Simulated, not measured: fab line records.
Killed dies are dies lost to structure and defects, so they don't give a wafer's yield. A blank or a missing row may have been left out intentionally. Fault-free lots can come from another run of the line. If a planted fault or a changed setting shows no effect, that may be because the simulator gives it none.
fab line records	flow nand-harc
[record] lots = 6	wafers = 18	last-day = 33
route steps=1302 shown A_ONON_D2@546 END@1302
lots untouched by any fault: they come from a run of this same line in which no faults occurred
start-h: hours from the record's first day to the start of the lot's first wafer shown	wait-h: hours elapsed since this lot's preceding step	" the same as in the row above	L1.1+2: a single row standing in for several wafers	- no value, or no start given	* or withheld: withheld	< > ~ a bound
route shown NAME@n: a module of which the file shows steps, and the number in the route of the first	usual: mean and standard deviation over wafers with no fault	same: alike in all rows	chamber/n: place in a boat	sites: per-site readings	_std_site: the standard deviation of these	_edge_site: outer sites' mean less inner sites'	radius-mm: for every site, how far away it sits from the centre of the wafer	mask NAME#n: copy n	behind: the most recent tool/chamber to have shaped the wafer	hold: why the lot was held/for how many hours/how that ended	device: the transistor (n, p or np) that didn't switch	end of line: the same wafers' tests at the end of the route	step lacking rows: just its recipe	killed: count of dies lost to structure and defects at first sort (not the wafer's yield)	map: a wafer's dies, marking killed ones x, the rest . and places with no die _
set.NAME: the setting that was run; set.NAME@STEP: the one run at that earlier step	model.NAME: the simulator's own value behind a step, which no gauge read
lots at selected steps of the route; one table per step, one row per wafer
services: a tool's chamber out of use, with start hour (start-h, from the record's first day; less than 0 if before it), hours out, and reason
[[steps]]
[step NHARC_A_ONON_D2_THK_MEAS_02]
[recipe] thk-meas-gauge = ellipsometry
[usual] thk-nm = 1001/8.2
lot.wafer	tool	chamber	start-h	wait-h	thk-nm
L371.1	film-metro-02	-	301.77	-	1005
L371.3	"	-	"	"	1006
L371.4	"	-	"	"	1005
L370.3	film-metro-01	-	301.82	-	1010
L370.5	"	-	"	"	1010
L370.6	"	-	"	"	1010
L379.1	film-metro-01	-	385.09	-	1002
L379.3	"	-	"	"	1002
L379.6	"	-	"	"	1002
L383.2	film-metro-01	-	438.70	-	1003
L383.4	"	-	"	"	1003
L383.6	"	-	"	"	1004
L384.1	film-metro-02	-	444.20	-	989
L384.2	"	-	"	"	991
L384.3	"	-	"	"	990
L389.2	film-metro-02	-	497.83	-	1013
L389.3	"	-	"	"	1013
L389.5	"	-	"	"	1013
[step NHARC_A_ONON_D2_DEP_03]
[recipe] target-thk-a = 10000	n2-flow-sccm = 2750	n2o-flow-sccm = 2000	nh3-flow-sccm = 500	sih4-flow-sccm = 210	temp-c = 400
[step NHARC_A_ONON_D2_THK_MEAS_05]
[recipe] thk-meas-gauge = ellipsometry
[usual] thk-nm = 1001/10
lot.wafer	tool	chamber	start-h	wait-h	thk-nm
L371.1	film-metro-01	-	302.34	-	995
L371.3	"	-	"	"	995
L371.4	"	-	"	"	995
L370.3	film-metro-02	-	302.38	-	990
L370.5	"	-	"	"	992
L370.6	"	-	"	"	991
L379.1	film-metro-01	-	385.66	-	1015
L379.3	"	-	"	"	1015
L379.6	"	-	"	"	1016
L383.2	film-metro-01	-	439.27	-	994
L383.4	"	-	"	"	992
L383.6	"	-	"	"	994
L384.1	film-metro-01	-	444.77	-	1009
L384.2	"	-	"	"	1008
L384.3	"	-	"	"	1009
L389.2	film-metro-02	-	498.54	-	995
L389.3	"	-	"	"	995
L389.5	"	-	"	"	995
[step NHARC_A_ONON_D2_DEP_06]
[recipe] target-thk-a = 10000	n2-flow-sccm = 2750	n2o-flow-sccm = 2000	nh3-flow-sccm = 500	sih4-flow-sccm = 210	temp-c = 400
[step NHARC_A_ONON_D2_THK_MEAS_08]
[recipe] thk-meas-gauge = ellipsometry
[usual] thk-nm = 998/8.7
lot.wafer	tool	chamber	start-h	wait-h	thk-nm
L371.1	film-metro-02	-	302.90	-	996
L371.3	"	-	"	"	998
L371.4	"	-	"	"	996
L370.3	film-metro-01	-	302.94	-	981
L370.5	"	-	"	"	982
L370.6	"	-	"	"	985
L379.1	film-metro-01	-	386.23	-	997
L379.3	"	-	"	"	999
L379.6	"	-	"	"	996
L383.2	film-metro-02	-	439.83	-	993
L383.4	"	-	"	"	994
L383.6	"	-	"	"	995
L384.1	film-metro-02	-	445.36	-	987
L384.2	"	-	"	"	988
L384.3	"	-	"	"	987
L389.2	film-metro-02	-	499.11	-	990
L389.3	"	-	"	"	991
L389.5	"	-	"	"	992
[step NHARC_A_ONON_D2_DEP_09]
[recipe] target-thk-a = 10000	n2-flow-sccm = 2750	n2o-flow-sccm = 2000	nh3-flow-sccm = 500	sih4-flow-sccm = 210	temp-c = 400
[step NHARC_A_ONON_D2_THK_MEAS_11]
[recipe] thk-meas-gauge = ellipsometry
[usual] thk-nm = 999/9.8
lot.wafer	tool	chamber	start-h	wait-h	thk-nm
L371.1	film-metro-01	-	303.47	-	1018
L371.3	"	-	"	"	1017
L371.4	"	-	"	"	1016
L370.3	film-metro-02	-	303.51	-	983
L370.5	"	-	"	"	984
L370.6	"	-	"	"	984
L379.1	film-metro-01	-	386.79	-	996
L379.3	"	-	"	"	996
L379.6	"	-	"	"	996
L383.2	film-metro-01	-	440.40	-	995
L383.4	"	-	"	"	995
L383.6	"	-	"	"	995
L384.1	film-metro-02	-	445.93	-	1006
L384.2	"	-	"	"	1004
L384.3	"	-	"	"	1004
L389.2	film-metro-01	-	499.67	-	1009
L389.3	"	-	"	"	1011
L389.5	"	-	"	"	1009
[step NHARC_A_ONON_D2_DEP_12]
[recipe] target-thk-a = 10000	n2-flow-sccm = 2750	n2o-flow-sccm = 2000	nh3-flow-sccm = 500	sih4-flow-sccm = 210	temp-c = 400
[step NHARC_A_ONON_D2_THK_MEAS_14]
[recipe] thk-meas-gauge = ellipsometry
[usual] thk-nm = 1001/9.4
lot.wafer	tool	chamber	start-h	wait-h	thk-nm
L371.1	film-metro-02	-	304.04	-	998
L371.3	"	-	"	"	997
L371.4	"	-	"	"	999
L370.3	film-metro-01	-	304.08	-	998
L370.5	"	-	"	"	1000
L370.6	"	-	"	"	999
L379.1	film-metro-01	-	387.36	-	989
L379.3	"	-	"	"	989
L379.6	"	-	"	"	989
L383.2	film-metro-02	-	440.97	-	997
L383.4	"	-	"	"	996
L383.6	"	-	"	"	995
L384.1	film-metro-02	-	446.48	-	1011
L384.2	"	-	"	"	1009
L384.3	"	-	"	"	1011
L389.2	film-metro-01	-	500.24	-	990
L389.3	"	-	"	"	992
L389.5	"	-	"	"	990
[step NHARC_A_ONON_D2_ANNEAL_15]
[recipe] temp-c = 750	time-s = 3600
[step NHARC_A_ONON_D2_DEP_16]
[recipe] target-thk-a = 10000	n2-flow-sccm = 2750	n2o-flow-sccm = 2000	nh3-flow-sccm = 500	sih4-flow-sccm = 210	temp-c = 400
[step NHARC_A_ONON_D2_THK_MEAS_18]
[recipe] thk-meas-gauge = ellipsometry
[usual] thk-nm = 1001/9.3
lot.wafer	tool	chamber	start-h	wait-h	thk-nm
L371.1	film-metro-01	-	313.81	-	995
L371.3	"	-	"	"	996
L371.4	"	-	"	"	995
L370.3	film-metro-02	-	313.81	-	1021
L370.5	"	-	"	"	1020
L370.6	"	-	"	"	1019
L379.1	film-metro-01	-	395.06	-	997
L379.3	"	-	"	"	995
L379.6	"	-	"	"	997
L383.2	film-metro-02	-	448.31	-	1003
L383.4	"	-	"	"	1004
L383.6	"	-	"	"	1003
L384.1	film-metro-01	-	453.87	-	1004
L384.2	"	-	"	"	1002
L384.3	"	-	"	"	1004
L389.2	film-metro-01	-	507.87	-	987
L389.3	"	-	"	"	987
L389.5	"	-	"	"	989
[step NHARC_A_ONON_D2_DEP_19]
[recipe] target-thk-a = 10000	n2-flow-sccm = 2750	n2o-flow-sccm = 2000	nh3-flow-sccm = 500	sih4-flow-sccm = 210	temp-c = 400
[usual] n2-flow-sccm = 2750/7.8	n2o-flow-sccm = 2000/5.7
lot.wafer	tool	chamber	start-h	wait-h	n2-flow-sccm	n2o-flow-sccm
L371.1	pecvd-onon-03	-	313.86	0.1	-	-
L371.3	"	-	"	"	-	-
L371.4	"	-	"	"	-	-
L370.3	pecvd-onon-02	-	313.98	0.2	-	-
L370.5	"	-	"	"	-	-
L370.6	"	-	"	"	-	-
L379.1	pecvd-onon-02	0	395.12	0.1	2755	2002
L379.3	"	0	"	"	2750	1996
L379.6	"	0	"	"	2759	1994
L383.2	pecvd-onon-03	0	448.42	0.1	2746	1995
L383.4	"	0	"	"	2749	1994
L383.6	"	0	"	"	2751	1999
L384.1	pecvd-onon-03	0	453.93	0.1	2746	2004
L384.2	"	0	"	"	2756	1998
L384.3	"	0	"	"	2746	1997
L389.2	pecvd-onon-03	0	507.98	0.1	2741	2001
L389.3	"	0	"	"	2757	1999
L389.5	"	0	"	"	2745	2010
[step NHARC_END_SORT_01]
[recipe] temp-c = 25
[usual] killed-at-array = 63/27	killed-at-other = 0.7/1.2	killed-at-periphery = 3.1/2	killed-dies = 67/28	killed-open = 3.0/1.9	killed-short = 2.2/1.5
[same] gross-dies = 677
lot.wafer	tool	chamber	start-h	wait-h	killed-at-array	killed-at-other	killed-at-periphery	killed-dies	killed-open	killed-short
L371.1	prober-01	0	589.76	2.5	673	0	4	677	2	1
L371.3	prober-01	0	591.34	3.1	675	0	2	677	3	2
L371.4	prober-01	0	592.14	3.4	676	0	1	677	5	2
L370.3	prober-02	0	591.38	3.1	673	0	4	677	5	0
L370.5	prober-02	0	592.97	3.7	672	1	4	677	4	3
L370.6	prober-02	0	593.77	4.0	676	0	1	677	3	0
// killed by level:class
L371.1 A_ONON_D2:area-dep=576 A_CHANNEL_HOLE_D1:chamber-film-flake=31 A_SLIT:chamber-film-flake=31 A_CHANNEL_HOLE_D2:chamber-film-flake=30 P_STI:chamber-film-flake=2 A_STAIRCASE:chamber-film-flake=2 A_CONTACT:chamber-film-flake=2 P_CONTACT:geometric-particle:open=1
L371.3 A_ONON_D2:area-dep=588 A_SLIT:chamber-film-flake=30 A_CHANNEL_HOLE_D1:chamber-film-flake=23 A_CHANNEL_HOLE_D2:chamber-film-flake=22 A_CONTACT:chamber-film-flake=3 A_STAIRCASE:chamber-film-flake=2 P_M0:geometric-particle:short=1 A_ONON_D1:geometric-particle:open=1
L370.3 A_ONON_D2:area-dep=600 A_CHANNEL_HOLE_D1:chamber-film-flake=35 A_SLIT:chamber-film-flake=24 A_CHANNEL_HOLE_D2:chamber-film-flake=6 A_STAIRCASE:chamber-film-flake=3 P_M2:chamber-film-flake=2 A_ONON_D1:geometric-particle:open=1 A_ONON_D2:geometric-particle:open=1
L371.4 A_ONON_D2:area-dep=586 A_SLIT:chamber-film-flake=30 A_CHANNEL_HOLE_D2:chamber-film-flake=29 A_CHANNEL_HOLE_D1:chamber-film-flake=20 A_BLC:geometric-particle:open=2 A_CHANNEL_FILL_D1:chamber-film-flake=2 P_M0:geometric-particle:open=1 A_CHANNEL_HOLE_D1:geometric-particle:short=1
L370.5 A_ONON_D2:area-dep=592 A_CHANNEL_HOLE_D1:chamber-film-flake=35 A_SLIT:chamber-film-flake=31 A_CHANNEL_HOLE_D2:chamber-film-flake=5 A_DECK1_JOINT:geometric-particle:short=2 A_STAIRCASE:chamber-film-flake=2 P_STI:geometric-particle:short=1 P_CONTACT:geometric-particle:open=1
L370.6 A_ONON_D2:area-dep=590 A_SLIT:chamber-film-flake=32 A_CHANNEL_HOLE_D1:chamber-film-flake=30 A_CHANNEL_HOLE_D2:chamber-film-flake=9 A_STAIRCASE:chamber-film-flake=4 A_CONTACT:chamber-film-flake=4 A_ZERO_WELL:chamber-film-flake=2 A_DECK1_JOINT:chamber-film-flake=2
// map L370.3 (x killed, . not)
____________x____________
_________xxxxxxx_________
_______xxxxxxxxxxx_______
______xxxxxxxxxxxxx______
_____xxxxxxxxxxxxxxx_____
____xxxxxxxxxxxxxxxxx____
____xxxxxxxxxxxxxxxxx____
___xxxxxxxxxxxxxxxxxxx___
___xxxxxxxxxxxxxxxxxxx___
__xxxxxxxxxxxxxxxxxxxxx__
__xxxxxxxxxxxxxxxxxxxxx__
_xxxxxxxxxxxxxxxxxxxxxxx_
_xxxxxxxxxxxxxxxxxxxxxxx_
_xxxxxxxxxxxxxxxxxxxxxxx_
_xxxxxxxxxxxxxxxxxxxxxxx_
_xxxxxxxxxxxxxxxxxxxxxxx_
xxxxxxxxxxxxxxxxxxxxxxxxx
xxxxxxxxxxxxxxxxxxxxxxxxx
xxxxxxxxxxxxxxxxxxxxxxxxx
xxxxxxxxxxxxxxxxxxxxxxxxx
xxxxxxxxxxxxxxxxxxxxxxxxx
_xxxxxxxxxxxxxxxxxxxxxxx_
_xxxxxxxxxxxxxxxxxxxxxxx_
_xxxxxxxxxxxxxxxxxxxxxxx_
_xxxxxxxxxxxxxxxxxxxxxxx_
_xxxxxxxxxxxxxxxxxxxxxxx_
__xxxxxxxxxxxxxxxxxxxxx__
__xxxxxxxxxxxxxxxxxxxxx__
___xxxxxxxxxxxxxxxxxxx___
___xxxxxxxxxxxxxxxxxxx___
____xxxxxxxxxxxxxxxxx____
____xxxxxxxxxxxxxxxxx____
_____xxxxxxxxxxxxxxx_____
______xxxxxxxxxxxxx______
_______xxxxxxxxxxx_______
_________xxxxxxx_________
____________x____________
// map L371.1 (x killed, . not)
____________x____________
_________xxxxxxx_________
_______xxxxxxxxxxx_______
______xxxxxxxxxxxxx______
_____xxxxxxxxxxxxxxx_____
____xxxxxxxxxxxxxxxxx____
____xxxxxxxxxxxxxxxxx____
___xxxxxxxxxxxxxxxxxxx___
___xxxxxxxxxxxxxxxxxxx___
__xxxxxxxxxxxxxxxxxxxxx__
__xxxxxxxxxxxxxxxxxxxxx__
_xxxxxxxxxxxxxxxxxxxxxxx_
_xxxxxxxxxxxxxxxxxxxxxxx_
_xxxxxxxxxxxxxxxxxxxxxxx_
_xxxxxxxxxxxxxxxxxxxxxxx_
_xxxxxxxxxxxxxxxxxxxxxxx_
xxxxxxxxxxxxxxxxxxxxxxxxx
xxxxxxxxxxxxxxxxxxxxxxxxx
xxxxxxxxxxxxxxxxxxxxxxxxx
xxxxxxxxxxxxxxxxxxxxxxxxx
xxxxxxxxxxxxxxxxxxxxxxxxx
_xxxxxxxxxxxxxxxxxxxxxxx_
_xxxxxxxxxxxxxxxxxxxxxxx_
_xxxxxxxxxxxxxxxxxxxxxxx_
_xxxxxxxxxxxxxxxxxxxxxxx_
_xxxxxxxxxxxxxxxxxxxxxxx_
__xxxxxxxxxxxxxxxxxxxxx__
__xxxxxxxxxxxxxxxxxxxxx__
___xxxxxxxxxxxxxxxxxxx___
___xxxxxxxxxxxxxxxxxxx___
____xxxxxxxxxxxxxxxxx____
____xxxxxxxxxxxxxxxxx____
_____xxxxxxxxxxxxxxx_____
______xxxxxxxxxxxxx______
_______xxxxxxxxxxx_______
_________xxxxxxx_________
____________x____________
[[services]]
tool	chamber	start-h	hours	kind
pecvd-onon-02	-	366.00	13.0	pm
pecvd-onon-03	-	408.00	13.0	pm
[[key]]
[first-sign] step = NHARC_A_ONON_D2_DEP_19	reading = tool-record	direction = missing
[effect] step = NHARC_END_SORT_01	reading = killed-at-array	direction = up	sigmas = 22	usual = 63	struck = 674
[more-kills-born-at] NHARC_A_ONON_D2_DEP_19@pecvd-onon-02 = 1782	NHARC_A_ONON_D2_DEP_19@pecvd-onon-03 = 1750
met-at NHARC_A_ONON_D2_DEP_19
struck-wafers L370.3,L370.5,L370.6,L371.1,L371.3,L371.4
later-rows-left-out L370.3,L370.5,L370.6,L371.1,L371.3,L371.4
tester-left-out L370,L371
[fault] kind = skipped-step-whole	tool = pecvd-onon-02,pecvd-onon-03	chamber = -	onset-h = 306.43	steps = NHARC_A_ONON_D2_DEP_19	scope = struck-lots-only
// tester-left-out: of these lots the tester's yield and bins aren't shown, on N5 and GAA mostly nor the transistor test; their killed dies are dies lost to structure and defects alone, not to doping, threshold or leakage, so they don't give the yield
// later-rows-left-out: the simulator's readings of these wafers behind a module that went badly wrong aren't trusted and aren't shown, but for the sort
